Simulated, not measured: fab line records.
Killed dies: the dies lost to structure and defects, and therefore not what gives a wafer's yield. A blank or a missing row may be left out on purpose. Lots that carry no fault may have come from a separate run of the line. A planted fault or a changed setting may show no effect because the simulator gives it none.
Which tool is to blame? / flow nand_harc / 35 wafers from 12 lots sampled at 5 of the route's 1159 steps

WHAT THE GAUGES READ, wafer by wafer
NHARC_A_CHANNEL_HOLE_D1_OVL_MEAS_11. Usual: overlay_x_nm 0.1 nm, standard deviation 0.89; overlay_y_nm 0.2 nm, standard deviation 0.83.
lot=L484; measured=day 8 12:18; on=overlay-02; overlay_x_nm (nm)=0.8 1.4 1.1; overlay_y_nm (nm)=0.6 -0.1 0.4; flag=
lot=L487; measured=day 9 00:28; on=overlay-02; overlay_x_nm (nm)=-0.1 -0.5 -0.6; overlay_y_nm (nm)=0.0 0.4 0.0; flag=
lot=L485; measured=day 9 03:56; on=overlay-02; overlay_x_nm (nm)=0.5 -0.1 0.0; overlay_y_nm (nm)=0.7 0.3 -0.3; flag=
lot=L489; measured=day 9 04:46; on=overlay-02; overlay_x_nm (nm)=0.2 -0.4 0.2; overlay_y_nm (nm)=-0.3 0.2 -0.4; flag=
lot=L488; measured=day 9 08:07; on=overlay-02; overlay_x_nm (nm)=-0.3 -0.3 -0.8; overlay_y_nm (nm)=0.7 0.4 1.1; flag=
lot=L490; measured=day 9 23:35; on=overlay-01; overlay_x_nm (nm)=-1.4 -1.2 -1.4; overlay_y_nm (nm)=0.3 0.6 0.2; flag=
lot=L493; measured=day 10 21:35; on=overlay-01; overlay_x_nm (nm)=1.4 2.0 2.1; overlay_y_nm (nm)=0.7 0.8 0.9; flag=
lot=L496; measured=day 11 10:07; on=overlay-01; overlay_x_nm (nm)=-0.1 0.5 0.3; overlay_y_nm (nm)=1.7 1.8 1.1; flag=
lot=L497; measured=day 12 08:33; on=overlay-02; overlay_x_nm (nm)=0.3 0.1; overlay_y_nm (nm)=-0.1 -1.4; flag=
lot=L500; measured=day 12 17:47; on=overlay-01; overlay_x_nm (nm)=-0.6 -0.9 -0.2; overlay_y_nm (nm)=-1.1 -0.7 -0.5; flag=
lot=L503; measured=day 13 06:45; on=overlay-01; overlay_x_nm (nm)=1.0 0.5 1.1; overlay_y_nm (nm)=0.5 0.3 0.9; flag=
lot=L506; measured=day 14 01:00; on=overlay-02; overlay_x_nm (nm)=-0.4 -0.2 -1.0; overlay_y_nm (nm)=0.0 0.6 -0.1; flag=

NHARC_END_SORT_01. Usual: killed_at_array 26, standard deviation 11; killed_at_other 0.6, standard deviation 1; killed_at_periphery 3.1, standard deviation 2.1; killed_dies 30, standard deviation 11; killed_open 3.4, standard deviation 1.8; killed_short 2.1, standard deviation 1.5.
lot=L497; measured=day 23 13:25; on=prober-01; killed_at_array=24; killed_at_other=0; killed_at_periphery=1; killed_dies=25; killed_open=1; killed_short=1; flag=
lot=L500; measured=day 23 13:31; on=prober-02; killed_at_array=25; killed_at_other=1; killed_at_periphery=6; killed_dies=32; killed_open=1; killed_short=3; flag=
lot=L503; measured=day 24 12:12; on=prober-01; killed_at_array=35; killed_at_other=0; killed_at_periphery=3; killed_dies=38; killed_open=3; killed_short=0; flag=

TOOL THAT RAN EACH LOT (tool first, then ch and the chambers of the sampled wafers, then the start)
lot=L484; NHARC_A_CHANNEL_HOLE_D1_DESCUM_15=rie_diel-08 ch 1,2,3, day 8 12:25; NHARC_A_CHANNEL_HOLE_D1_ETCH_23=har_etch-02 ch 0,1, day 8 15:08; NHARC_A_CHANNEL_FILL_D1_ETCHBACK_19=rie_si-04 ch 0,1,2, day 10 01:07
lot=L487; NHARC_A_CHANNEL_HOLE_D1_DESCUM_15=rie_diel-10 ch 0,2,3, day 9 00:34; NHARC_A_CHANNEL_HOLE_D1_ETCH_23=har_etch-01 ch 0,1, day 9 03:11; NHARC_A_CHANNEL_FILL_D1_ETCHBACK_19=rie_si-05 ch 0,1,2, day 10 11:23
lot=L485; NHARC_A_CHANNEL_HOLE_D1_DESCUM_15=rie_diel-10 ch 0,1, day 9 04:01; NHARC_A_CHANNEL_HOLE_D1_ETCH_23=har_etch-02 ch 0,1, day 9 06:45; NHARC_A_CHANNEL_FILL_D1_ETCHBACK_19=rie_si-01 ch 1,3, day 10 11:26
lot=L489; NHARC_A_CHANNEL_HOLE_D1_DESCUM_15=rie_diel-08 ch 1,2,3, day 9 04:52; NHARC_A_CHANNEL_HOLE_D1_ETCH_23=har_etch-01 ch 0,1, day 9 07:44; NHARC_A_CHANNEL_FILL_D1_ETCHBACK_19=rie_si-04 ch 0,2, day 10 11:24
lot=L488; NHARC_A_CHANNEL_HOLE_D1_DESCUM_15=rie_diel-10 ch 0,1, day 9 08:13; NHARC_A_CHANNEL_HOLE_D1_ETCH_23=har_etch-02 ch 0,1, day 9 11:04; NHARC_A_CHANNEL_FILL_D1_ETCHBACK_19=rie_si-01 ch 0,1, day 10 16:16
lot=L490; NHARC_A_CHANNEL_HOLE_D1_DESCUM_15=rie_diel-08 ch 1,2, day 9 23:40; NHARC_A_CHANNEL_HOLE_D1_ETCH_23=har_etch-02 ch 0,1, day 10 02:38; NHARC_A_CHANNEL_FILL_D1_ETCHBACK_19=rie_si-05 ch 1,2, day 11 09:40
lot=L493; NHARC_A_CHANNEL_HOLE_D1_DESCUM_15=rie_diel-10 ch 0,3, day 10 21:41; NHARC_A_CHANNEL_HOLE_D1_ETCH_23=har_etch-01 ch 0,1, day 11 00:25; NHARC_A_CHANNEL_FILL_D1_ETCHBACK_19=rie_si-05 ch 1,2,3, day 12 05:35
lot=L496; NHARC_A_CHANNEL_HOLE_D1_DESCUM_15=rie_diel-01 ch 1,2, day 11 10:13; NHARC_A_CHANNEL_HOLE_D1_ETCH_23=har_etch-01 ch 0,1, day 11 12:57; NHARC_A_CHANNEL_FILL_D1_ETCHBACK_19=rie_si-01 ch 0,3, day 12 18:14
lot=L497; NHARC_A_CHANNEL_HOLE_D1_DESCUM_15=rie_diel-08 ch 2,3, day 12 08:39; NHARC_A_CHANNEL_HOLE_D1_ETCH_23=har_etch-02 ch 0,1, day 12 15:14; NHARC_A_CHANNEL_FILL_D1_ETCHBACK_19=rie_si-05 ch 1,3, day 13 20:09
lot=L500; NHARC_A_CHANNEL_HOLE_D1_DESCUM_15=rie_diel-01 ch 0,2, day 12 17:53; NHARC_A_CHANNEL_HOLE_D1_ETCH_23=har_etch-02 ch 0,1, day 12 20:44; NHARC_A_CHANNEL_FILL_D1_ETCHBACK_19=rie_si-05 ch 0,2,3, day 14 03:36
lot=L503; NHARC_A_CHANNEL_HOLE_D1_DESCUM_15=rie_diel-08 ch 0,1,2, day 13 06:51; NHARC_A_CHANNEL_HOLE_D1_ETCH_23=har_etch-02 ch 0,1, day 13 09:34; NHARC_A_CHANNEL_FILL_D1_ETCHBACK_19=rie_si-05 ch 0,2,3, day 14 13:54
lot=L506; NHARC_A_CHANNEL_HOLE_D1_DESCUM_15=rie_diel-01 ch 1,2,3, day 14 01:07; NHARC_A_CHANNEL_HOLE_D1_ETCH_23=har_etch-02 ch 0,1, day 14 06:57; NHARC_A_CHANNEL_FILL_D1_ETCHBACK_19=rie_si-04 ch 1,2, day 15 14:35
- NHARC_A_CHANNEL_HOLE_D1_DESCUM_15: chemistry O2, time 3 s.
- NHARC_A_CHANNEL_HOLE_D1_ETCH_23: etches the open film in C4F8/O2/Ar, time 819 s, target depth 1600 nm.
- NHARC_A_CHANNEL_FILL_D1_ETCHBACK_19: etches the open film in HBr/Cl2, target depth 5 nm, time 1.7 s.

AS READ BY THE TOOLS THEMSELVES (means over the sampled wafers that have a number; for cases with no such wafer, the mark the record gives instead)
NHARC_A_CHANNEL_HOLE_D1_DESCUM_15. Usual: drypump_motor_current_A 5.8 A, standard deviation 0.47; mfc_ar_sccm 0.011 sccm, standard deviation 0.013; oes_product_au 1.002 a.u., standard deviation 0.013; rf_vpp_V 57.7 V, standard deviation 0.79; showerhead_plenum_p_Torr 1.90 Torr, standard deviation 0.07; throttle_valve_pct 11.312 %, standard deviation 0.0088.
lot=L484; tool=rie_diel-08; drypump_motor_current_A (A)=6.0; mfc_ar_sccm (sccm)=0.012; oes_product_au (a.u.)=1.006; rf_vpp_V (V)=57.9; showerhead_plenum_p_Torr (Torr)=1.86; throttle_valve_pct (%)=11.315; flag=
lot=L487; tool=rie_diel-10; drypump_motor_current_A (A)=5.8; mfc_ar_sccm (sccm)=0.000; oes_product_au (a.u.)=1.001; rf_vpp_V (V)=58.1; showerhead_plenum_p_Torr (Torr)=1.91; throttle_valve_pct (%)=11.309; flag=
lot=L485; tool=rie_diel-10; drypump_motor_current_A (A)=5.3; mfc_ar_sccm (sccm)=0.000; oes_product_au (a.u.)=1.014; rf_vpp_V (V)=57.6; showerhead_plenum_p_Torr (Torr)=1.99; throttle_valve_pct (%)=11.319; flag=
lot=L489; tool=rie_diel-08; drypump_motor_current_A (A)=6.0; mfc_ar_sccm (sccm)=0.012; oes_product_au (a.u.)=1.002; rf_vpp_V (V)=57.6; showerhead_plenum_p_Torr (Torr)=1.86; throttle_valve_pct (%)=11.314; flag=
lot=L488; tool=rie_diel-10; drypump_motor_current_A (A)=5.2; mfc_ar_sccm (sccm)=0.000; oes_product_au (a.u.)=1.012; rf_vpp_V (V)=58.7; showerhead_plenum_p_Torr (Torr)=1.99; throttle_valve_pct (%)=11.311; flag=
lot=L490; tool=rie_diel-08; drypump_motor_current_A (A)=5.6; mfc_ar_sccm (sccm)=0.025; oes_product_au (a.u.)=1.013; rf_vpp_V (V)=57.3; showerhead_plenum_p_Torr (Torr)=1.82; throttle_valve_pct (%)=11.312; flag=
lot=L493; tool=rie_diel-10; drypump_motor_current_A (A)=5.7; mfc_ar_sccm (sccm)=0.000; oes_product_au (a.u.)=1.004; rf_vpp_V (V)=58.0; showerhead_plenum_p_Torr (Torr)=1.90; throttle_valve_pct (%)=11.316; flag=
lot=L496; tool=rie_diel-01; drypump_motor_current_A (A)=5.9; mfc_ar_sccm (sccm)=0.021; oes_product_au (a.u.)=0.997; rf_vpp_V (V)=57.0; showerhead_plenum_p_Torr (Torr)=1.86; throttle_valve_pct (%)=11.311; flag=
lot=L497; tool=rie_diel-08; drypump_motor_current_A (A)=6.3; mfc_ar_sccm (sccm)=0.000; oes_product_au (a.u.)=0.986; rf_vpp_V (V)=58.1; showerhead_plenum_p_Torr (Torr)=1.86; throttle_valve_pct (%)=11.313; flag=
lot=L500; tool=rie_diel-01; drypump_motor_current_A (A)=5.7; mfc_ar_sccm (sccm)=0.002; oes_product_au (a.u.)=1.004; rf_vpp_V (V)=58.6; showerhead_plenum_p_Torr (Torr)=1.94; throttle_valve_pct (%)=11.309; flag=
lot=L503; tool=rie_diel-08; drypump_motor_current_A (A)=5.8; mfc_ar_sccm (sccm)=0.020; oes_product_au (a.u.)=1.012; rf_vpp_V (V)=58.0; showerhead_plenum_p_Torr (Torr)=1.88; throttle_valve_pct (%)=11.314; flag=
lot=L506; tool=rie_diel-01; drypump_motor_current_A (A)=5.9; mfc_ar_sccm (sccm)=0.017; oes_product_au (a.u.)=0.993; rf_vpp_V (V)=57.7; showerhead_plenum_p_Torr (Torr)=1.87; throttle_valve_pct (%)=11.311; flag=

NHARC_A_CHANNEL_HOLE_D1_ETCH_23. Usual: drypump_motor_current_A 5.6 A, standard deviation 0.45; mfc_ar_sccm 374.9 sccm, standard deviation 1.2; showerhead_plenum_p_Torr 3.65 Torr, standard deviation 0.14; throttle_valve_pct 32.154 %, standard deviation 0.0081.
lot=L484; tool=har_etch-02; drypump_motor_current_A (A)=5.8; mfc_ar_sccm (sccm)=376.0; showerhead_plenum_p_Torr (Torr)=3.66; throttle_valve_pct (%)=32.150; flag=
lot=L487; tool=har_etch-01; drypump_motor_current_A (A)=5.5; mfc_ar_sccm (sccm)=374.5; showerhead_plenum_p_Torr (Torr)=3.58; throttle_valve_pct (%)=32.159; flag=
lot=L485; tool=har_etch-02; drypump_motor_current_A (A)=5.8; mfc_ar_sccm (sccm)=375.0; showerhead_plenum_p_Torr (Torr)=3.66; throttle_valve_pct (%)=32.155; flag=
lot=L489; tool=har_etch-01; drypump_motor_current_A (A)=5.5; mfc_ar_sccm (sccm)=374.7; showerhead_plenum_p_Torr (Torr)=3.60; throttle_valve_pct (%)=32.154; flag=
lot=L488; tool=har_etch-02; drypump_motor_current_A (A)=5.8; mfc_ar_sccm (sccm)=376.1; showerhead_plenum_p_Torr (Torr)=3.65; throttle_valve_pct (%)=32.151; flag=
lot=L490; tool=har_etch-02; drypump_motor_current_A (A)=5.8; mfc_ar_sccm (sccm)=374.8; showerhead_plenum_p_Torr (Torr)=3.65; throttle_valve_pct (%)=32.157; flag=
lot=L493; tool=har_etch-01; drypump_motor_current_A (A)=5.6; mfc_ar_sccm (sccm)=375.4; showerhead_plenum_p_Torr (Torr)=3.59; throttle_valve_pct (%)=32.152; flag=
lot=L496; tool=har_etch-01; drypump_motor_current_A (A)=5.5; mfc_ar_sccm (sccm)=374.0; showerhead_plenum_p_Torr (Torr)=3.57; throttle_valve_pct (%)=32.155; flag=
lot=L497; tool=har_etch-02; drypump_motor_current_A (A)=5.6; mfc_ar_sccm (sccm)=375.4; showerhead_plenum_p_Torr (Torr)=3.69; throttle_valve_pct (%)=32.163; flag=
lot=L500; tool=har_etch-02; drypump_motor_current_A (A)=5.4; mfc_ar_sccm (sccm)=374.8; showerhead_plenum_p_Torr (Torr)=3.74; throttle_valve_pct (%)=32.158; flag=
lot=L503; tool=har_etch-02; drypump_motor_current_A (A)=5.8; mfc_ar_sccm (sccm)=375.2; showerhead_plenum_p_Torr (Torr)=3.63; throttle_valve_pct (%)=32.149; flag=
lot=L506; tool=har_etch-02; drypump_motor_current_A (A)=5.8; mfc_ar_sccm (sccm)=373.7; showerhead_plenum_p_Torr (Torr)=3.62; throttle_valve_pct (%)=32.155; flag=

NHARC_A_CHANNEL_FILL_D1_ETCHBACK_19. Usual: drypump_motor_current_A 5.8 A, standard deviation 0.44; oes_product_au 0.998 a.u., standard deviation 0.0097; throttle_valve_pct 26.406 %, standard deviation 0.0085.
lot=L484; tool=rie_si-04; drypump_motor_current_A (A)=5.6; oes_product_au (a.u.)=1.003; throttle_valve_pct (%)=26.411; flag=
lot=L487; tool=rie_si-05; drypump_motor_current_A (A)=5.7; oes_product_au (a.u.)=0.994; throttle_valve_pct (%)=26.392; flag=
lot=L485; tool=rie_si-01; drypump_motor_current_A (A)=6.3; oes_product_au (a.u.)=1.000; throttle_valve_pct (%)=26.413; flag=
lot=L489; tool=rie_si-04; drypump_motor_current_A (A)=5.8; oes_product_au (a.u.)=1.005; throttle_valve_pct (%)=26.409; flag=
lot=L488; tool=rie_si-01; drypump_motor_current_A (A)=5.8; oes_product_au (a.u.)=0.994; throttle_valve_pct (%)=26.409; flag=
lot=L490; tool=rie_si-05; drypump_motor_current_A (A)=5.6; oes_product_au (a.u.)=0.995; throttle_valve_pct (%)=26.399; flag=
lot=L493; tool=rie_si-05; drypump_motor_current_A (A)=5.9; oes_product_au (a.u.)=0.993; throttle_valve_pct (%)=26.404; flag=
lot=L496; tool=rie_si-01; drypump_motor_current_A (A)=5.1; oes_product_au (a.u.)=0.984; throttle_valve_pct (%)=26.404; flag=
lot=L497; tool=rie_si-05; drypump_motor_current_A (A)=5.8; oes_product_au (a.u.)=0.883; throttle_valve_pct (%)=26.405; flag=OFF
lot=L500; tool=rie_si-05; drypump_motor_current_A (A)=6.0; oes_product_au (a.u.)=0.920; throttle_valve_pct (%)=26.407; flag=OFF
lot=L503; tool=rie_si-05; drypump_motor_current_A (A)=6.0; oes_product_au (a.u.)=0.926; throttle_valve_pct (%)=26.405; flag=OFF
lot=L506; tool=rie_si-04; drypump_motor_current_A (A)=6.0; oes_product_au (a.u.)=0.996; throttle_valve_pct (%)=26.405; flag=

THE ANSWER, worked out from the rows above alone
Rule: take the mean of a lot's wafers that have a number; if it is more than 3 standard deviations from the usual mean, the lot is off. Also off: a lot with no number at a reading for which 4 or more lots have one. All remaining lots with rows at the step are treated as sound. Order of review: gauges by route order, followed by the tools' own readings, for which a lot's mean as printed above is used. The first step at which some lot is off is used, and at that step the reading that is off furthest; a lot without a number counts as furthest.
Off at NHARC_A_CHANNEL_FILL_D1_ETCHBACK_19 (oes_product_au): L497, L500, L503.
A tool fits if, at that step or a process step before it, it ran every lot that is off, and no sound lot after the first of them. One fits: NHARC_A_CHANNEL_FILL_D1_ETCHBACK_19 on rie_si-05. Its last sound lot is L493 (day 12 05:35), its first lot that is off L497 (day 13 20:09): a fault that began between those two fits.
On the lots that are off, the tool's own readings at NHARC_A_CHANNEL_FILL_D1_ETCHBACK_19 differ by more than 5 times the standard deviation of the sound lots' means, which bears it out; oes_product_au reads 0.910 a.u. there versus 0.996 a.u. on the sound lots.

WHAT THE SIMULATOR PUT IN
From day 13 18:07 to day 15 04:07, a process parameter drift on rie_si-05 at NHARC_A_CHANNEL_FILL_D1_ETCHBACK_19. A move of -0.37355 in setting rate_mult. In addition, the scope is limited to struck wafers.
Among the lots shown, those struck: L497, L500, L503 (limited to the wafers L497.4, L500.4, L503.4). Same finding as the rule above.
